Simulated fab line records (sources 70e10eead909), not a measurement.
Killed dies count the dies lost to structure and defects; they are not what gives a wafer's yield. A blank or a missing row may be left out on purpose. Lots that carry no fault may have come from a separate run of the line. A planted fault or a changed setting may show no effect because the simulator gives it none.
Which tool was responsible?    flow nand_harc    6 lots, 18 wafers sampled, at 2 steps of a route of 1302

== WHAT THE GAUGES READ, wafer by wafer ==
NHARC_A_BONDPAD_CD_MEAS_09: target cd 500 nm.
lot   measured      on         cd_nm (nm)
L516  day 24 03:19  cd_sem-02  496.7 500.0 498.2
L514  day 24 06:22  cd_sem-03  499.7 500.4 501.8
L521  day 27 01:13  cd_sem-02  499.1 500.0 498.2
L530  day 30 01:02  cd_sem-02  499.7 500.6 499.6
L531  day 31 08:22  cd_sem-02  497.2 497.3 498.6
L535  day 32 16:13  cd_sem-01  502.4 499.7 503.1

== TOOL THAT RAN EACH LOT (tool first, then ch and the chambers of the sampled wafers, then the start) ==
lot   NHARC_A_M1_PRE_CLEAN_32
L516  pecvd-01 ch 0,1,2, day 24 01:30
L514  pecvd-01 ch 0,1, day 24 04:38
L521  pecvd-03 ch 0,1,2, day 26 23:29
L530  pecvd-03 ch 0,2, day 29 23:10
L531  pecvd-03 ch 0,1,2, day 31 06:28
L535  pecvd-04 ch 1,2, day 32 14:11
- NHARC_A_M1_PRE_CLEAN_32: time 12 s.

== THE ANSWER, worked out from the rows above alone ==
Rule: the usual values come from the lots themselves. The widest of any qualifying gaps counts: lots, ordered by their means at a reading, are off when they make up no more than a third of the lots, leave a main group of 4 or more, and stand apart from it by 3 or more times the standard deviation of that group's means. The tables above print the reading to a certain number of digits; a main group whose means all agree to those digits is not used. Also off: a lot with no number at a reading for which 4 or more lots have one. Where the step has rows for the other lots, those lots are counted as sound.
Nothing can be told from this: no lot is off at any reading shown.

== WHAT WAS PUT IN BY THE SIMULATOR ==
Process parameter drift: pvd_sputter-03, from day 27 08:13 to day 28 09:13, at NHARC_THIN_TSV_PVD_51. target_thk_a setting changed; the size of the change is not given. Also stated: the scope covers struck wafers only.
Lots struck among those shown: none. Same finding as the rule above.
